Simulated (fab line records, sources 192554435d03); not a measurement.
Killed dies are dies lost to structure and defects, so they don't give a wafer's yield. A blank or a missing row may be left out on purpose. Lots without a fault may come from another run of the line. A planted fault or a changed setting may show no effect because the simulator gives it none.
Split-lot experiment | flow n5_finfet | 7 lots, 39 wafers read, on a route of 1938 steps

THE SPLIT
At N5_DUMMY_GATE_ETCH_42 (etches SiO2 in CHF3/O2, target depth 3.5 nm, time 31 s), the setting bias_w was moved away from the recipe's 12 W on 15 of the 39 wafers read, by -13.9% to +12.9%. The other wafers ran this setting at the recipe's value.

The reading is taken at the split's own step.

THE READING
rf_vpp_V, in V, at N5_DUMMY_GATE_ETCH_42 (etches SiO2 in CHF3/O2, target depth 3.5 nm, time 31 s). Fault-free wafers of this fab line usually give 42.3 V, standard deviation 0.98 V.

wafer  | tool, chamber at the split | bias_w as run, W | against the recipe | rf_vpp_V, V | against lot-mates on the recipe
L074.1 | rie_diel-03, 0             | 10.33            | -13.9%             | 37.6        | -4.8
L074.2 | rie_diel-03, 1             | 12               | recipe             | 43.0        | -
L074.3 | rie_diel-03, 3             | 12               | recipe             | 41.6        | -
L074.4 | rie_diel-03, 2             | 10.33            | -13.9%             | 38.0        | -4.4
L074.5 | rie_diel-03, 3             | 12               | recipe             | 42.6        | -
L074.6 | rie_diel-03, 0             | 10.33            | -13.9%             | 38.3        | -4.1
L084.1 | rie_diel-01, 0             | 12               | recipe             | 41.4        | -
L084.5 | rie_diel-01, 1             | 12               | recipe             | 42.2        | -
L084.6 | rie_diel-01, 0             | 12               | recipe             | 42.2        | -
L085.1 | rie_diel-03, 1             | 13.55            | +12.9%             | 46.1        | +3.8
L085.2 | rie_diel-03, 0             | 13.55            | +12.9%             | 46.6        | +4.3
L085.3 | rie_diel-03, 2             | 12               | recipe             | 41.8        | -
L085.4 | rie_diel-03, 2             | 12               | recipe             | 42.8        | -
L085.5 | rie_diel-03, 1             | 13.55            | +12.9%             | 45.2        | +2.9
L085.6 | rie_diel-03, 0             | 12               | recipe             | 42.4        | -
L086.1 | rie_diel-01, 1             | 12               | recipe             | 41.6        | -
L086.2 | rie_diel-01, 0             | 13.39            | +11.6%             | 46.6        | +4.3
L086.3 | rie_diel-01, 3             | 12               | recipe             | 43.4        | -
L086.4 | rie_diel-01, 2             | 12               | recipe             | 41.8        | -
L086.5 | rie_diel-01, 3             | 13.39            | +11.6%             | 47.5        | +5.2
L086.6 | rie_diel-01, 2             | 13.39            | +11.6%             | 45.2        | +2.9
L087.1 | rie_diel-02, 3             | 12               | recipe             | 42.9        | -
L087.2 | rie_diel-02, 1             | 12               | recipe             | 42.2        | -
L087.3 | rie_diel-02, 2             | 12               | recipe             | 43.1        | -
L087.4 | rie_diel-02, 1             | 12               | recipe             | 40.6        | -
L087.5 | rie_diel-02, 2             | 12               | recipe             | 41.2        | -
L087.6 | rie_diel-02, 3             | 12               | recipe             | 43.6        | -
L089.1 | rie_diel-02, 3             | 12               | recipe             | 42.9        | -
L089.2 | rie_diel-02, 2             | 12.93            | +7.7%              | 44.5        | +2.2
L089.3 | rie_diel-02, 0             | 12.93            | +7.7%              | 43.7        | +1.4
L089.4 | rie_diel-02, 1             | 12               | recipe             | 40.9        | -
L089.5 | rie_diel-02, 3             | 12.93            | +7.7%              | 43.0        | +0.7
L089.6 | rie_diel-02, 2             | 12               | recipe             | 43.1        | -
L095.1 | rie_diel-02, 0             | 12               | recipe             | 41.5        | -
L095.2 | rie_diel-02, 2             | 10.91            | -9.1%              | 39.4        | -3.5
L095.3 | rie_diel-02, 1             | 12               | recipe             | 43.3        | -
L095.4 | rie_diel-02, 3             | 10.91            | -9.1%              | 40.5        | -2.4
L095.5 | rie_diel-02, 3             | 12               | recipe             | 43.9        | -
L095.6 | rie_diel-02, 0             | 10.91            | -9.1%              | 39.7        | -3.2

THE FIT
A straight line over all 39 wafers: rf_vpp_V changes by +0.296 V for each +1% of bias_w; r = +0.92; the points scatter about the line by 0.87 V.
The same after taking each lot's own level away (the mean of its wafers on the recipe; 39 wafers): +0.308 V for each +1%; r = +0.93; scatter 0.85 V.
On that fit, the largest move of bias_w shifts the reading by 4.3 V.
The lots' own levels span 41.93 to 42.90 V, that is 1.0 times the standard deviation above.
So the lot-to-lot level changes the slope little: the two slopes agree.
Check: with one of the wafers moved furthest among these (-13.9%) left out of the fit, the line predicts -4.3 V for it against its lot-mates. It came out at -4.8 V against them.
Tool readings at the split's step, against how far the setting was moved: rf_vpp_V r = +0.92.

OTHER SPLITS ON THESE WAFERS
These wafers also went through other splits before the reading. Each is held against what the fit with the lots' levels taken away leaves over:
other split on the same wafers        | wafers away from the commonest value | r with rf_vpp_V (lot level and that fit taken away)
N5_FIN_SAQP_SPACER1_ALD_24 ald_cycles | 9                                    | +0.04
N5_DUMMY_GATE_EXPOSE_12 dose_mj       | 12                                   | +0.18
N5_DUMMY_GATE_ETCH_31 target_depth_a  | 15                                   | +0.00

THE FILE'S OWN FIT
rf_vpp_V changes by +0.307 V for each +1% of bias_w, r = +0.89.
